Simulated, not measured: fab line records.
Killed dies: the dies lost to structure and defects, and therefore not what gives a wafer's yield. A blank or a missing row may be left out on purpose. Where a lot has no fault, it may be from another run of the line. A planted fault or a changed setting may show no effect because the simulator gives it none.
fab line records	flow n5Finfet
record lots=7	wafers=19	lastDay=17
route steps=1938 shown BEOL_M13@1661 PASSIVATION@1936
lots untouched by any fault: they come from a run of this same line in which no faults occurred
startH: the number of hours between the record's first day and the start of the first shown wafer of the lot	waitH: hours elapsed since this lot's preceding step	" unchanged from the row above	L1.1+2: a single row standing in for several wafers	- no value, or no start was given	* or withheld: withheld	< > ~ a bound
route shown NAME@n: names a module that has steps shown in the file, with the first one's number in the route	usual: mean/standard deviation of fault-free wafers	same: alike in all rows	chamber/n: place in a boat	sites: each site's reading	_std_site: their standard deviation	_edge_site: inner sites' mean taken away from outer sites' mean	radiusMm: how far each site lies from the wafer's centre	mask NAME#n: copy n	behind: the tool/chamber that last shaped the wafer	hold: reason for holding the lot/hours on hold/outcome of the hold	device: the n, p or np transistor that did not switch	end of line: tests run on the same wafers once the route is complete	step lacking rows: just its recipe	killed: at the first sort, the dies lost to defects and structure; wafer yield is something else	map: a wafer's dies, x killed, . not, _ none there
set.NAME: the setting as run; set.NAME@STEP: as run at that earlier step	model.NAME: the simulator's own value behind a step, which no gauge read
lots at some steps of the route; a table a step, a row a wafer
services: from which hour (startH, from the record's first day; less than 0 if before it) a tool's chamber was out of use, for how many hours, and why
## steps
# step N5_BEOL_M13_COAT_58
# recipe resist=BARC	tempC=205	timeS=60	spinRpm=1500	resistThkNm=89
# step N5_BEOL_M13_COAT_04
# recipe spinRpm=1625	resistThkNm=400
# step N5_BEOL_M13_EBR_06
# recipe solvent=PGMEA	ebrWidthMm=1.5
# step N5_BEOL_M13_SOFTBAKE_05
# recipe tempC=130	timeS=60
# step N5_BEOL_M13_EXPOSE_07
# recipe maskId=V12	na=0.93	sourceShape=conventional	sigmaOuter=0.6	polarization=unpolarized	attpsmPhaseDeg=180	doseMj=24.8
# step N5_BEOL_M13_PEB_08
# recipe pebTempC=130	pebTimeS=90
# step N5_BEOL_M13_DEVELOP_09
# recipe developTimeS=45	rinseLiquid=diw	dry=airSpin	devTempC=21
# step N5_BEOL_M13_HARDBAKE_14
# recipe tempC=130	timeS=120
# step N5_BEOL_M13_CD_MEAS_10
# recipe targetCdNm=190	landingEnergyEv=500	detector=seInlens	polarity=opening
# usual cdNm=189.7/2.1
lot.wafer	tool	chamber	startH	waitH	cdNm
L585.1	cdSem-02	0	260.66	-	190.0
L585.3	"	0	"	"	190.6
L585.4	"	0	"	"	190.9
L592.1	cdSem-03	0	296.96	-	188.0
L592.2	"	0	"	"	187.7
L593.1	cdSem-01	0	313.76	-	188.2
L593.5	"	0	"	"	189.1
L595.1	cdSem-03	0	314.13	-	194.0
L595.2	"	0	"	"	193.4
L595.5	"	0	"	"	190.9
L596.2	cdSem-03	0	320.05	-	188.7
L596.3	"	0	"	"	190.5
L596.4	"	0	"	"	189.7
L599.2	cdSem-03	0	341.90	-	190.5
L599.3	"	0	"	"	191.3
L599.6	"	0	"	"	192.4
L605.1	cdSem-01	0	374.02	-	189.6
L605.5	"	0	"	"	190.7
L605.6	"	0	"	"	192.2
# step N5_BEOL_M13_OVL_MEAS_11
# recipe pointsPerWafer=44
# usual V12_OVL=2/5.6
lot.wafer	tool	chamber	startH	waitH	V12_OVL[nm]
L585.1	overlay-02	0	260.69	0.0	-5
L585.3	"	0	"	"	1
L585.4	"	0	"	"	5
L592.1	overlay-01	0	296.99	0.0	-5
L592.2	"	0	"	"	11
L593.1	overlay-02	0	313.82	0.1	13
L593.5	"	0	"	"	18
L595.1	overlay-02	0	314.16	0.0	-2
L595.2	"	0	"	"	2
L595.5	"	0	"	"	-4
L596.2	overlay-01	0	320.08	0.0	1
L596.3	"	0	"	"	-1
L596.4	"	0	"	"	6
L599.2	overlay-02	0	341.93	0.0	9
L599.3	"	0	"	"	8
L599.6	"	0	"	"	-2
L605.1	overlay-02	0	374.05	0.0	5
L605.5	"	0	"	"	4
L605.6	"	0	"	"	3
# step N5_BEOL_M13_INSPECT_12
# recipe mode=adi	inspectInstrument=macro
# usual rawDefectCount=2.1/1.5
lot.wafer	tool	chamber	startH	waitH	rawDefectCount
L585.1	defectInspect-01	-	260.71	0.0	2
L585.3	"	-	"	"	4
L585.4	"	-	"	"	2
L592.1	defectInspect-01	-	297.01	0.0	3
L592.2	"	-	"	"	2
L593.1	defectInspect-01	-	313.84	0.0	3
L593.5	"	-	"	"	1
L595.1	defectInspect-02	-	314.18	0.0	1
L595.2	"	-	"	"	3
L595.5	"	-	"	"	3
L596.2	defectInspect-01	-	320.11	0.0	6
L596.3	"	-	"	"	1
L596.4	"	-	"	"	0
L599.2	defectInspect-01	-	341.96	0.0	2
L599.3	"	-	"	"	0
L599.6	"	-	"	"	4
L605.1	defectInspect-01	-	374.08	0.0	2
L605.5	"	-	"	"	4
L605.6	"	-	"	"	0
# step N5_BEOL_M13_DESCUM_15
# recipe chemistry=O2	timeS=7.9	sourcePowerW=50	biasPowerW=20	pressureMtorr=20	rfFrequencyHz=2.712e+07	tempC=40	o2FlowSccm=225
# usual biasPowerW=20.00/0.064	drypumpMotorCurrentA=5.8/0.48	oesProductAu=0.78/0.086	rfVppV=242.9/1.3	showerheadPlenumPTorr=2.09/0.065	throttleValvePct=20.58/0.23
lot.wafer	tool	chamber	startH	waitH	biasPowerW	drypumpMotorCurrentA	oesProductAu	rfHoursCounterH	rfVppV	showerheadPlenumPTorr	throttleValvePct
L585.1	rieDiel-06	3	260.75	0.0	20.08	6.6	0.87	40	242.0	2.05	20.61
L585.3	"	1	"	"	20.07	5.5	0.67	211	241.3	1.98	20.55
L585.4	"	0	"	"	19.99	5.4	0.74	173	243.8	2.10	20.75
L592.1	rieDiel-06	2	297.05	0.0	20.03	5.7	0.80	106	245.4	2.21	20.27
L592.2	"	3	"	"	19.99	6.6	0.87	54	241.5	2.05	20.62
L593.1	rieDiel-06	0	313.88	0.0	19.86	5.4	0.73	191	242.6	2.10	20.77
L593.5	"	2	"	"	20.00	5.6	0.78	-	244.6	2.21	20.27
L595.1	rieDiel-01	2	314.22	0.0	20.08	5.6	0.78	89	245.4	2.21	20.73
L595.2	"	0	"	"	20.00	5.0	0.68	249	243.3	2.06	20.78
L595.5	"	3	"	"	19.94	6.0	0.76	-	242.4	2.02	21.04
L596.2	rieDiel-06	0	320.14	0.0	20.00	5.4	0.72	194	244.1	2.10	20.76
L596.3	"	2	"	"	19.84	5.7	0.78	113	244.5	2.21	20.26
L596.4	"	3	"	"	20.10	6.6	0.85	61	241.4	2.05	20.63
L599.2	rieDiel-02	2	341.99	0.0	20.00	5.5	0.87	44	242.2	2.07	20.20
L599.3	"	3	"	"	19.94	6.6	0.71	192	242.9	2.10	20.63
L599.6	"	3	"	"	20.03	6.6	0.69	-	244.7	2.10	20.63
L605.1	rieDiel-01	2	374.11	0.0	20.03	5.7	0.75	111	246.4	2.20	20.75
L605.5	"	3	"	"	19.99	6.0	0.75	-	240.0	2.01	21.07
L605.6	"	2	"	"	20.01	5.7	0.76	-	244.8	2.20	20.74
# step N5_BEOL_M13_ETCH_59
# recipe chemistry=N2/H2	target=BARC	targetDepthA=890	overetchA=267	timeS=67.9	ionEnergyEv=200	pressureMtorr=30	sourceW=840	biasW=150	n2FlowSccm=200	h2FlowSccm=200
# usual drypumpMotorCurrentA=5.8/0.48	oesProductAu=0.67/0.067	rfVppV=523.3/2.3	showerheadPlenumPTorr=2.53/0.088	throttleValvePct=17.99/0.3
lot.wafer	tool	chamber	startH	waitH	drypumpMotorCurrentA	oesProductAu	rfHoursCounterH	rfVppV	showerheadPlenumPTorr	throttleValvePct	model.coat_of_BEOL_M13_COAT_04.thkNm
L585.1	rieDiel-06	3	260.78	0.0	6.6	0.76	40	521.4	2.46	17.86	319.4
L585.3	"	1	"	"	5.5	0.60	211	521.6	2.42	18.13	321.8
L585.4	"	0	"	"	5.4	0.64	173	524.9	2.55	18.20	317.8
L592.1	rieDiel-06	2	297.08	0.0	5.7	0.67	106	525.6	2.70	17.84	316.6
L592.2	"	3	"	"	6.5	0.74	54	521.0	2.46	17.89	287.4
L593.1	rieDiel-06	0	313.91	0.0	5.4	0.63	191	523.5	2.55	18.23	317.6
L593.5	"	2	"	"	5.7	0.67	-	527.4	2.70	17.86	290
L595.1	rieDiel-01	2	314.25	0.0	5.6	0.68	89	528.5	2.68	18.06	319.8
L595.2	"	0	"	"	5.0	0.59	249	522.4	2.48	17.95	317.8
L595.5	"	3	"	"	6.0	0.66	-	520.4	2.45	18.57	315.8
L596.2	rieDiel-06	0	320.17	0.0	5.4	0.63	194	524.0	2.54	18.24	290.2
L596.3	"	2	"	"	5.7	0.67	113	528.3	2.70	17.84	316.6
L596.4	"	3	"	"	6.6	0.73	61	521.9	2.46	17.91	318.2
L599.2	rieDiel-02	2	342.02	0.0	5.5	0.74	44	521.8	2.46	17.34	312.6
L599.3	"	3	"	"	6.6	0.61	192	523.2	2.50	17.76	317.8
L599.6	"	3	"	"	6.6	0.61	-	522.7	2.50	17.76	318.2
L605.1	rieDiel-01	2	374.15	0.0	5.6	0.66	111	526.1	2.67	18.09	320.4
L605.5	"	3	"	"	6.0	0.65	-	521.4	2.44	18.59	315.8
L605.6	"	2	"	"	5.6	0.66	-	526.2	2.67	18.10	320.4
# step N5_BEOL_M13_VIA_ETCH_16
# recipe chemistry=C4F8/O2/Ar	target=SiOC	pressureMtorr=30	sourceW=3000	biasW=700	Ar_flow_sccm=400	C4F8_flow_sccm=15	O2_flow_sccm=8	heInnerTorr=15	heOuterTorr=30	targetDepthA=9217	timeS=withheld	ionEnergyEv=250	ends=cleared
# usual drypumpMotorCurrentA=5.8/0.49	oesProductAu=0.71/0.077	rfVppV=664.9/2.9	showerheadPlenumPTorr=3.39/0.11	throttleValvePct=24.30/0.3
lot.wafer	tool	chamber	startH	waitH	drypumpMotorCurrentA	oesProductAu	rfVppV	showerheadPlenumPTorr	throttleValvePct	model.coat_of_BEOL_M13_COAT_04.thkNm
L585.1	rieDiel-06	3	260.83	0.0	6.6	0.80	662.5	3.36	24.46	73.6
L585.3	"	1	"	"	5.5	0.61	660.1	3.22	24.17	74.2
L585.4	"	0	"	"	5.4	0.66	664.5	3.40	24.33	70.2
L592.1	rieDiel-06	2	297.13	0.0	5.7	0.71	670.1	3.59	24.00	74.2
L592.2	"	3	"	"	6.6	0.78	662.6	3.36	24.50	41.4
L593.1	rieDiel-06	0	313.97	0.0	5.4	0.66	665.6	3.39	24.37	73.6
L593.5	"	2	"	"	5.7	0.71	669.1	3.59	24.00	45.4
L595.1	rieDiel-01	2	314.30	0.0	5.7	0.72	670.6	3.64	24.73	77.8
L595.2	"	0	"	"	5.0	0.61	663.5	3.35	24.45	70.6
L595.5	"	3	"	"	6.0	0.69	661.5	3.31	24.88	67.6
L596.2	rieDiel-06	0	320.23	0.0	5.4	0.66	665.5	3.39	24.37	46
L596.3	"	2	"	"	5.7	0.71	669.0	3.59	24.00	75.4
L596.4	"	3	"	"	6.6	0.77	664.1	3.35	24.51	72.6
L599.2	rieDiel-02	2	342.08	0.0	5.5	0.78	664.3	3.34	23.82	71.2
L599.3	"	3	"	"	6.6	0.64	666.9	3.37	24.09	67.2
L599.6	"	3	"	"	6.6	0.64	663.6	3.37	24.09	70.2
L605.1	rieDiel-01	2	374.20	0.0	5.6	0.69	671.1	3.63	24.76	73
L605.5	"	3	"	"	6.0	0.69	662.5	3.31	24.91	68.2
L605.6	"	2	"	"	5.6	0.69	670.5	3.63	24.77	73.4
# step N5_BEOL_M13_STRIP_63
# recipe chemistry=N2/H2	powerW=1000	tempC=250	h2Frac=0.65	overashFraction=0.3	pressureMtorr=1000	n2FlowSccm=1750	h2FlowSccm=3250
# usual drypumpMotorCurrentA=5.7/0.44	heaterPowerW=350/23	oesProductAu=0.675/0.0047	stripTimeToEndpointS=28.2/1.3
lot.wafer	tool	chamber	startH	waitH	drypumpMotorCurrentA	heaterPowerW	oesProductAu	rfHoursCounterH	stripTimeToEndpointS
L585.1	plasmaAsher-01	0	261.07	-	5.4	376	0.674	124	28.7
L585.3	"	0	"	"	5.5	389	0.670	-	28.9
L585.4	"	1	"	"	5.3	332	0.671	-	27.7
L592.1	plasmaAsher-02	1	297.37	-	6.5	366	0.674	75	28.9
L592.2	"	0	"	"	5.6	329	0.661	75	18.9
L593.1	plasmaAsher-01	0	314.20	-	5.4	375	0.676	136	28.7
L593.5	"	1	"	"	5.3	328	0.674	-	20.1
L595.1	plasmaAsher-02	0	314.54	-	5.6	325	0.675	78	29.9
L595.2	"	1	"	"	6.5	366	0.673	78	27.8
L595.5	"	0	"	"	5.6	329	0.669	-	27.0
L596.2	plasmaAsher-01	0	320.46	-	5.5	380	0.661	137	20.4
L596.3	"	1	"	"	5.3	328	0.674	-	29.3
L596.4	"	0	"	"	5.5	386	0.670	-	28.4
L599.2	plasmaAsher-02	0	342.31	-	5.6	326	0.675	83	28.0
L599.3	"	1	"	"	6.5	361	0.674	-	26.8
L599.6	"	1	"	"	6.5	365	0.677	-	27.8
L605.1	plasmaAsher-01	0	374.44	-	5.5	380	0.676	146	28.5
L605.5	"	1	"	"	5.3	328	0.669	-	27.1
L605.6	"	0	"	"	5.4	380	0.678	-	28.6
# step N5_BEOL_M13_STRIP_64
# recipe chemistry=N2/H2	powerW=1000	tempC=250	h2Frac=0.65	overashFraction=0.3	pressureMtorr=withheld	n2FlowSccm=1750	h2FlowSccm=3250
# usual drypumpMotorCurrentA=5.7/0.44	heaterPowerW=350/23	oesProductAu=0.715/0.0042	stripTimeToEndpointS=31.35/0.075
lot.wafer	tool	chamber	startH	waitH	drypumpMotorCurrentA	heaterPowerW	oesProductAu	rfHoursCounterH	stripTimeToEndpointS
L585.1	plasmaAsher-01	0	261.13	0.0	5.5	381	0.720	124	31.31
L585.3	"	0	"	"	5.5	384	0.715	-	31.32
L585.4	"	1	"	"	5.3	327	0.715	-	31.26
L592.1	plasmaAsher-02	1	297.43	0.0	6.4	362	0.721	75	31.33
L592.2	"	0	"	"	5.6	318	0.710	75	31.37
L593.1	plasmaAsher-01	0	314.26	0.0	5.4	395	0.715	136	31.34
L593.5	"	1	"	"	5.3	333	0.720	-	31.41
L595.1	plasmaAsher-02	0	314.60	0.0	5.6	330	0.719	78	31.25
L595.2	"	1	"	"	6.5	367	0.712	78	31.30
L595.5	"	0	"	"	5.6	330	0.715	-	31.27
L596.2	plasmaAsher-01	0	320.52	0.0	5.5	376	0.704	137	31.36
L596.3	"	1	"	"	5.3	328	0.716	-	31.41
L596.4	"	0	"	"	5.5	377	0.715	-	31.47
L599.2	plasmaAsher-02	0	342.37	0.0	5.5	329	0.721	83	31.21
L599.3	"	1	"	"	6.5	358	0.711	-	31.27
L599.6	"	1	"	"	6.5	365	0.717	-	31.27
L605.1	plasmaAsher-01	0	374.50	0.0	5.5	371	0.713	146	31.29
L605.5	"	1	"	"	5.3	325	0.719	-	31.36
L605.6	"	0	"	"	5.5	382	0.710	-	31.31
# step N5_PASSIVATION_PROBE_49
# usual defectLimitedYield=91.4/1.5	killed_at_M0_to_M3=34/9.7	killed_at_M4_up=14/5.7	killedAtContacts=12/5.9	killedAtFrontEnd=37/10	killedAtOther=5/4.7	killedDies=102/18	killedOnRim=13/4.3	killedOpen=65/12	killedShort=34/8.8	sort_bin_5_function=5.0/0.96	sort_bin_6_memory=3.3/0.7	sort_bin_8_speed=0.03/0.19	sortNPass=1077/18	sortYieldPct=91.3/1.5
# same grossDies=1180	killedAtBackSide=0	sort_bin_4_leakage[%]=0
lot.wafer	tool	chamber	startH	waitH	defectLimitedYield[%]	killed_at_M0_to_M3	killed_at_M4_up	killedAtContacts	killedAtFrontEnd	killedAtOther	killedDies	killedOnRim	killedOpen	killedShort	sort_bin_5_function[%]	sort_bin_6_memory[%]	sort_bin_8_speed[%]	sortNPass	sortYieldPct[%]
L585.1	prober-01	-	293.48	0.0	90.7	40	12	14	42	2	110	14	82	27	4.8	4.1	0	1070	90.7
L585.3	prober-01	-	293.58	0.1	89.3	40	20	13	45	8	126	8	83	40	6.7	3.6	0	1054	89.3
L585.4	prober-01	-	293.63	0.2	89.0	29	27	13	59	2	130	22	91	38	6.9	3.6	0	1050	89.0
L592.1	prober-01	-	333.76	0.0	92.2	24	17	8	37	6	92	10	59	33	4.9	2.5	0	1088	92.2
L592.2	prober-01	-	333.81	0.1	91.4	32	18	4	45	3	102	12	60	42	5.1	3.3	0	1078	91.4
L593.1	prober-01	-	345.51	0.0	90.3	29	20	8	54	4	115	11	83	28	5.2	4.4	0.08	1065	90.3
L593.5	prober-01	-	345.71	0.2	91.5	21	19	11	49	0	100	12	65	31	4.7	3.6	0	1080	91.5
L595.1	prober-02	-	345.86	0.0	93.2	32	17	11	18	2	80	12	62	16	4.7	1.9	0	1100	93.2
L595.2	prober-02	-	345.91	0.1	92.7	33	14	6	32	1	86	8	58	25	4.6	2.5	0	1094	92.7
L595.5	prober-02	-	346.06	0.2	93.3	38	12	8	20	1	79	9	52	25	4.0	2.3	0	1101	93.3
L596.2	prober-02	-	351.54	0.1	91.5	29	12	10	48	1	100	14	66	33	5.3	2.7	0.08	1080	91.5
L596.3	prober-02	-	351.59	0.1	91.9	30	16	10	38	2	96	9	60	35	3.8	3.7	0	1084	91.9
L596.4	prober-02	-	351.64	0.2	89.8	29	16	22	49	4	120	15	86	34	5.9	4.1	0	1060	89.8
L599.2	prober-02	-	372.31	0.1	91.5	32	12	21	31	4	100	13	62	37	5.1	2.9	0	1080	91.5
L599.3	prober-02	-	372.36	0.1	90.6	38	10	10	40	13	111	23	66	43	5.8	3.2	0	1069	90.6
L599.6	prober-02	-	372.51	0.3	91.0	26	9	19	41	11	106	10	62	41	4.9	3.7	0	1074	91.0
L605.1	prober-01	-	406.39	0.0	90.7	32	28	20	30	0	110	7	66	36	5.6	3.3	0	1070	90.7
L605.5	prober-01	-	406.59	0.2	92.1	24	18	10	39	2	93	10	56	27	3.8	3.2	0	1087	92.1
L605.6	prober-01	-	406.64	0.3	90.8	35	21	16	33	4	109	8	79	28	5.2	3.8	0	1071	90.8
# killed by level:class
L585.1 MOL_CONTACT_COAG:geometricParticle:open=13 FIN_SAQP:geometricParticle:short=9 FIN_SAQP:geometricParticle:open=9 BEOL_M2:geometricParticle:open=9 BEOL_M3:geometricParticle:open=9 BEOL_M1:geometricParticle:open=7 STI_FIN_REVEAL:geometricParticle:open=6 GATE_CUT:geometricParticle:short=6
L585.3 STI_FIN_REVEAL:geometricParticle:open=16 BEOL_M4:geometricParticle:open=14 BEOL_M1:geometricParticle:open=11 MOL_CONTACT_COAG:geometricParticle:open=9 BEOL_M0_SAQP:geometricParticle:open=8 STI_FIN_REVEAL:geometricParticle:short=7 BEOL_M0_SAQP:geometricParticle:short=7 BEOL_M3:geometricParticle:open=5
L585.4 BEOL_M4:geometricParticle:open=19 FIN_SAQP:geometricParticle:open=17 STI_FIN_REVEAL:geometricParticle:open=15 FIN_SAQP:geometricParticle:short=10 MOL_CONTACT_COAG:geometricParticle:open=9 BEOL_M1:geometricParticle:open=9 BEOL_M0_SAQP:geometricParticle:short=6 BEOL_M2:geometricParticle:open=6
L592.1 BEOL_M1:geometricParticle:open=10 FIN_SAQP:geometricParticle:short=9 FIN_SAQP:geometricParticle:open=9 MOL_CONTACT_COAG:geometricParticle:open=6 BEOL_M1:geometricParticle:short=6 BEOL_M5:geometricParticle:open=5 STI_FIN_REVEAL:geometricParticle:short=4 STI_FIN_REVEAL:geometricParticle:open=4
L592.2 FIN_SAQP:geometricParticle:open=15 FIN_SAQP:geometricParticle:short=15 BEOL_M1:geometricParticle:open=9 BEOL_M3:geometricParticle:open=8 BEOL_M4:geometricParticle:open=6 BEOL_M4:geometricParticle:short=6 GATE_CUT:geometricParticle:short=4 BEOL_M1:geometricParticle:short=4
L593.1 BEOL_M2:geometricParticle:open=18 STI_FIN_REVEAL:geometricParticle:open=17 BEOL_M4:geometricParticle:open=9 FIN_SAQP:geometricParticle:open=7 MOL_CONTACT_COAG:geometricParticle:open=6 STI_FIN_REVEAL:geometricParticle:short=5 FIN_SAQP:geometricParticle:short=4 DUMMY_GATE:geometricParticle:open=4
L593.5 FIN_SAQP:geometricParticle:short=12 BEOL_M2:geometricParticle:open=11 STI_FIN_REVEAL:geometricParticle:open=10 MOL_CONTACT_COAG:geometricParticle:open=9 FIN_SAQP:geometricParticle:open=7 ILD0:geometricParticle:open=5 STARTING-WAFER:geometricParticle:open=5 BEOL_M4:geometricParticle:open=4
L595.1 BEOL_M4:geometricParticle:open=8 MOL_CONTACT_COAG:geometricParticle:open=8 BEOL_M3:geometricParticle:open=8 BEOL_M1:geometricParticle:open=7 BEOL_M2:geometricParticle:open=6 BEOL_M0_SAQP:geometricParticle:open=5 FIN_SAQP:geometricParticle:open=3 FIN_SAQP:geometricParticle:short=3
L595.2 BEOL_M1:geometricParticle:open=11 FIN_SAQP:geometricParticle:open=9 BEOL_M2:geometricParticle:open=7 BEOL_M4:geometricParticle:open=7 FIN_SAQP:geometricParticle:short=6 STI_FIN_REVEAL:geometricParticle:open=6 BEOL_M0_SAQP:geometricParticle:open=5 GATE_CUT:geometricParticle:short=4
L595.5 BEOL_M0_SAQP:geometricParticle:open=8 BEOL_M2:geometricParticle:open=8 BEOL_M3:geometricParticle:open=8 FIN_SAQP:geometricParticle:open=7 BEOL_M0_SAQP:geometricParticle:short=5 MOL_CONTACT_COAG:geometricParticle:open=5 MOL_CONTACT_COAG:geometricParticle:short=3 BEOL_M4:geometricParticle:open=3
L596.2 STI_FIN_REVEAL:geometricParticle:open=9 BEOL_M3:geometricParticle:open=9 MOL_CONTACT_COAG:geometricParticle:open=8 BEOL_M0_SAQP:geometricParticle:open=7 FIN_SAQP:geometricParticle:open=6 FIN_SAQP:geometricParticle:short=6 GATE_CUT:geometricParticle:short=6 DUMMY_GATE:geometricParticle:open=6
L596.3 FIN_SAQP:geometricParticle:open=11 BEOL_M2:geometricParticle:open=8 MOL_CONTACT_COAG:geometricParticle:open=7 BEOL_M0_SAQP:geometricParticle:short=6 BEOL_M1:geometricParticle:open=6 DUMMY_GATE:geometricParticle:short=4 DUMMY_GATE:geometricParticle:open=4 ILD0:geometricParticle:short=4
L596.4 MOL_CONTACT_COAG:geometricParticle:open=18 STI_FIN_REVEAL:geometricParticle:open=14 GATE_CUT:geometricParticle:short=9 FIN_SAQP:geometricParticle:open=6 BEOL_M0_SAQP:geometricParticle:short=6 BEOL_M2:geometricParticle:open=6 BEOL_M0_SAQP:geometricParticle:open=5 FIN_SAQP:geometricParticle:short=4
L599.2 MOL_CONTACT_COAG:geometricParticle:open=15 BEOL_M0_SAQP:geometricParticle:short=8 BEOL_M0_SAQP:geometricParticle:open=7 MOL_CONTACT_COAG:geometricParticle:short=6 BEOL_M1:geometricParticle:open=6 FIN_SAQP:geometricParticle:short=5 STI_FIN_REVEAL:geometricParticle:open=5 GATE_CUT:geometricParticle:short=5
L599.3 STI_FIN_REVEAL:geometricParticle:open=10 BEOL_M0_SAQP:geometricParticle:open=10 FIN_SAQP:geometricParticle:short=9 MOL_CONTACT_COAG:geometricParticle:open=8 BEOL_M1:geometricParticle:open=7 BEOL_M2:geometricParticle:open=7 BEOL_M0_SAQP:geometricParticle:short=6 BEOL_M4:geometricParticle:open=5
L599.6 MOL_CONTACT_COAG:geometricParticle:open=17 FIN_SAQP:geometricParticle:short=9 BEOL_M0_SAQP:geometricParticle:open=7 STARTING-WAFER:geometricParticle:short=7 STI_FIN_REVEAL:geometricParticle:open=5 GATE_CUT:geometricParticle:short=5 BEOL_M0_SAQP:geometricParticle:short=5 BEOL_M3:geometricParticle:open=5
L605.1 BEOL_M4:geometricParticle:open=17 MOL_CONTACT_COAG:geometricParticle:open=14 BEOL_M0_SAQP:geometricParticle:short=13 BEOL_M0_SAQP:geometricParticle:open=11 STI_FIN_REVEAL:geometricParticle:open=6 MOL_CONTACT_COAG:geometricParticle:short=4 BEOL_M2:geometricParticle:open=4 FIN_SAQP:geometricParticle:short=3
L605.5 MOL_CONTACT_COAG:geometricParticle:open=8 BEOL_M4:geometricParticle:open=8 BEOL_M3:geometricParticle:open=7 HKMG_FIN:areaEtch=6 FIN_SAQP:geometricParticle:open=5 DUMMY_GATE:geometricParticle:open=5 BEOL_M0_SAQP:geometricParticle:short=5 STARTING-WAFER:geometricParticle:open=5
L605.6 BEOL_M4:geometricParticle:open=13 MOL_CONTACT_COAG:geometricParticle:open=12 BEOL_M1:geometricParticle:open=11 FIN_SAQP:geometricParticle:open=9 BEOL_M0_SAQP:geometricParticle:open=7 STI_FIN_REVEAL:geometricParticle:open=5 DUMMY_GATE:geometricParticle:open=5 BEOL_M2:geometricParticle:open=5
## services
tool	chamber	startH	hours	kind
rieDiel-02	2	237.24	5.5	repair
rieDiel-06	3	244.82	1.6	repair
rieDiel-02	0	247.99	2.4	repair
rieDiel-02	-	254.53	0.6	repair
rieDiel-01	-	265.47	15.6	pm
rieDiel-06	-	265.96	0.7	repair
rieDiel-02	1	272.86	4.6	repair
plasmaAsher-02	-	292.94	2.0	repair
plasmaAsher-02	-	295.11	2.0	repair
rieDiel-01	0	316.37	-	clean
rieDiel-01	0	316.37	-	consumableReplace:focusRing
rieDiel-01	3	317.19	13.6	repair
plasmaAsher-01	-	326.14	4.1	repair
rieDiel-02	2	338.82	2.0	repair
rieDiel-02	1	340.95	-	clean
rieDiel-02	1	340.95	-	consumableReplace:focusRing
rieDiel-01	3	351.89	6.6	repair
plasmaAsher-01	-	363.41	2.8	pm
rieDiel-06	2	364.58	9.9	repair
## key
firstSign step=N5_BEOL_M13_STRIP_63	reading=stripTimeToEndpointS	direction=down	sigmas=6.6	usual=*	struck=*
effect none on later readings
modelEffect step=N5_BEOL_M13_ETCH_59	value=coat_of_BEOL_M13_COAT_04.thkNm	without=317.7	struck=289.2
modelEffect step=N5_BEOL_M13_VIA_ETCH_16	value=coat_of_BEOL_M13_COAT_04.thkNm	without=72.73	struck=44.27
metAt N5_BEOL_M13_ETCH_59
struckWafers L592.2,L593.5,L596.2
onsetBetween 260.78 297.08
fault kind=processParameterDrift	tool=rieDiel-06	chamber=-	onsetH=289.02	steps=N5_BEOL_M13_ETCH_59	channel=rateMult	offset=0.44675	shape=step	endH=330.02	scope=struckWafersOnly
